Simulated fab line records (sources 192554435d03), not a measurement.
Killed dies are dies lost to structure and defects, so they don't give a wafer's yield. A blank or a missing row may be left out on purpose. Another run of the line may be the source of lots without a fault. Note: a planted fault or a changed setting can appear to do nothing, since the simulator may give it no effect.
Split-lot experiment | flow n5_finfet | 39 wafers read across 7 lots, on a route 1938 steps long

SPLIT DETAILS
At N5_BEOL_M6_TRENCH_ETCH_37 (etches SiCOH lowk in C4F6/O2, target depth 94.435 nm, time 31.5 s), the setting target_depth_a was moved away from the recipe's 944.35 angstrom on 18 of the 39 wafers read, by -44.0% to +47.7%. For the rest of the wafers, this setting stayed at what the recipe calls for.

FROM THE SPLIT TO THE READING: what the file shows between them, 11 steps
- N5_BEOL_M6_ETCH_41: etches SiCN in CH3F/O2, target depth 29.7 nm, time 52 s
- N5_BEOL_M6_STRIP_80: strips in N2/H2, time 10 s
- N5_BEOL_M6_OCD_MEAS_38
- N5_BEOL_M6_HM_STRIP_39: strips TiN in peroxide tin strip, target depth 25 nm, time 158 s
- N5_BEOL_M6_SRD_40: time 30 s
- N5_BEOL_M6_ECD_50: material Cu, target thk 300 nm
- N5_BEOL_M6_ANNEAL_51: time 90 s
- N5_BEOL_M6_CMP_52: polishes, stops on SiCOH lowk, t overpolish 6.9 s, target thk 80 nm
- N5_BEOL_M6_THK_MEAS_53: measures by xrf
- N5_BEOL_M6_PRE_CLEAN_55: time 15 s
- N5_BEOL_M6_DEP_56: deposits SiCN from 3MS/NH3, target thk 10 nm, time 17.5 s

THE READING
At N5_BEOL_M6_RS_MEAS_57, a four-point-probe measurement gives M6_RS in ohm/sq. A value of 0.283 ohm/sq with a standard deviation of 0.0095 ohm/sq is what fault-free wafers of this fab line usually give.

wafer  | tool, chamber at the split | target_depth_a as run, angstrom | against the recipe | M6_RS, ohm/sq | against lot-mates on the recipe
L075.3 | rie_diel-01, 1             | 944.35                          | recipe             | 0.289         | -
L075.4 | rie_diel-01, 3             | 944.35                          | recipe             | 0.283         | -
L075.6 | rie_diel-01, 0             | 944.35                          | recipe             | 0.299         | -
L078.1 | rie_diel-06, 0             | 944.35                          | recipe             | 0.272         | -
L078.2 | rie_diel-06, 1             | 1395                            | +47.7%             | 0.159         | -0.113
L078.3 | rie_diel-06, 3             | 944.35                          | recipe             | 0.281         | -
L078.4 | rie_diel-06, 2             | 1395                            | +47.7%             | 0.171         | -0.101
L078.5 | rie_diel-06, 1             | 944.35                          | recipe             | 0.264         | -
L078.6 | rie_diel-06, 0             | 1395                            | +47.7%             | 0.164         | -0.108
L081.1 | rie_diel-01, 0             | 685.5                           | -27.4%             | 0.474         | +0.183
L081.2 | rie_diel-01, 2             | 685.5                           | -27.4%             | 0.446         | +0.155
L081.3 | rie_diel-01, 1             | 685.5                           | -27.4%             | 0.468         | +0.177
L081.4 | rie_diel-01, 3             | 944.35                          | recipe             | 0.293         | -
L081.5 | rie_diel-01, 3             | 944.35                          | recipe             | 0.285         | -
L081.6 | rie_diel-01, 0             | 944.35                          | recipe             | 0.296         | -
L082.1 | rie_diel-06, 1             | 757.8                           | -19.8%             | 0.366         | +0.087
L082.2 | rie_diel-06, 3             | 757.8                           | -19.8%             | 0.376         | +0.097
L082.3 | rie_diel-06, 0             | 757.8                           | -19.8%             | 0.374         | +0.095
L082.4 | rie_diel-06, 2             | 944.35                          | recipe             | 0.282         | -
L082.5 | rie_diel-06, 2             | 944.35                          | recipe             | 0.280         | -
L082.6 | rie_diel-06, 3             | 944.35                          | recipe             | 0.275         | -
L089.1 | rie_diel-02, 0             | 1212                            | +28.3%             | 0.201         | -0.082
L089.2 | rie_diel-02, 1             | 1212                            | +28.3%             | 0.205         | -0.078
L089.3 | rie_diel-02, 2             | 944.35                          | recipe             | 0.280         | -
L089.4 | rie_diel-02, 3             | 1212                            | +28.3%             | 0.204         | -0.079
L089.5 | rie_diel-02, 1             | 944.35                          | recipe             | 0.295         | -
L089.6 | rie_diel-02, 0             | 944.35                          | recipe             | 0.274         | -
L092.1 | rie_diel-01, 0             | 645.5                           | -31.6%             | 0.495         | +0.208
L092.2 | rie_diel-01, 3             | 645.5                           | -31.6%             | 0.502         | +0.215
L092.3 | rie_diel-01, 1             | 944.35                          | recipe             | 0.279         | -
L092.4 | rie_diel-01, 2             | 944.35                          | recipe             | 0.292         | -
L092.5 | rie_diel-01, 1             | 944.35                          | recipe             | 0.289         | -
L092.6 | rie_diel-01, 2             | 645.5                           | -31.6%             | 0.511         | +0.224
L094.1 | rie_diel-01, 1             | 528.5                           | -44.0%             | 0.794         | +0.504
L094.2 | rie_diel-01, 2             | 944.35                          | recipe             | 0.294         | -
L094.3 | rie_diel-01, 3             | 528.5                           | -44.0%             | 0.692         | +0.402
L094.4 | rie_diel-01, 2             | 944.35                          | recipe             | 0.289         | -
L094.5 | rie_diel-01, 3             | 944.35                          | recipe             | 0.288         | -
L094.6 | rie_diel-01, 1             | 528.5                           | -44.0%             | 0.729         | +0.439

FIT RESULTS
A straight line over all 39 wafers: M6_RS changes by -0.00556 ohm/sq for each +1% of target_depth_a; r = -0.89; the points scatter about the line by 0.069 ohm/sq.
The same after taking each lot's own level away (the mean of its wafers on the recipe; 39 wafers): -0.00541 ohm/sq for each +1%; r = -0.88; scatter 0.069 ohm/sq.
On that fit, the largest move of target_depth_a shifts the reading by 0.26 ohm/sq.
The lots' own levels span 0.2723 to 0.2913 ohm/sq, that is 2.0 times the standard deviation above.
The two slopes agree, so the slope changes little with the lot-to-lot level.
Check: -0.24 ohm/sq against its lot-mates is what the line predicts for one of the wafers moved furthest among these (+47.7%) when that wafer is left out of the fit. It came out at -0.113 ohm/sq against them.

THE WHOLE CHAIN: every reading that the file lists as answering this split, in the file's order
step                      | what it does                                                        | reading                                                                          | change (the file's fit)                | r (the file's)
N5_BEOL_M6_TRENCH_ETCH_37 | etches SiCOH lowk in C4F6/O2, target depth 94.435 nm, time 31.5 s   | BEOL_M6.feature_depth_nm (the simulator's own value, which no gauge read)        | +0.933 nm for each +1% of the setting  | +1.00
N5_BEOL_M6_TRENCH_ETCH_37 | etches SiCOH lowk in C4F6/O2, target depth 94.435 nm, time 31.5 s   | etch.depth_nm (the simulator's own value, which no gauge read)                   | +0.933 nm for each +1% of the setting  | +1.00
N5_BEOL_M6_TRENCH_ETCH_37 | etches SiCOH lowk in C4F6/O2, target depth 94.435 nm, time 31.5 s   | TiN_of_BEOL_M6_HM_DEP_02.thk_nm (the simulator's own value, which no gauge read) | -0.0251 nm for each +1% of the setting | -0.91
N5_BEOL_M6_OCD_MEAS_38    |                                                                     | trench_depth_nm                                                                  | +0.932 nm for each +1% of the setting  | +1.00
N5_BEOL_M6_CMP_52         | polishes, stops on SiCOH lowk, t overpolish 6.9 s, target thk 80 nm | Cu_of_BEOL_M6_ECD_50.thk_nm (the simulator's own value, which no gauge read)     | +0.947 nm for each +1% of the setting  | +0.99
N5_BEOL_M6_THK_MEAS_53    | measures by xrf                                                     | M6_THK                                                                           | +0.936 for each +1% of the setting     | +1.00
N5_BEOL_M6_RS_MEAS_57     | measures by four-point-probe                                        | M6_RS                                                                            | -0.00566 for each +1% of the setting   | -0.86

FILE'S OWN FIT
M6_RS changes by -0.00566 ohm/sq for each +1% of target_depth_a, r = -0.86.
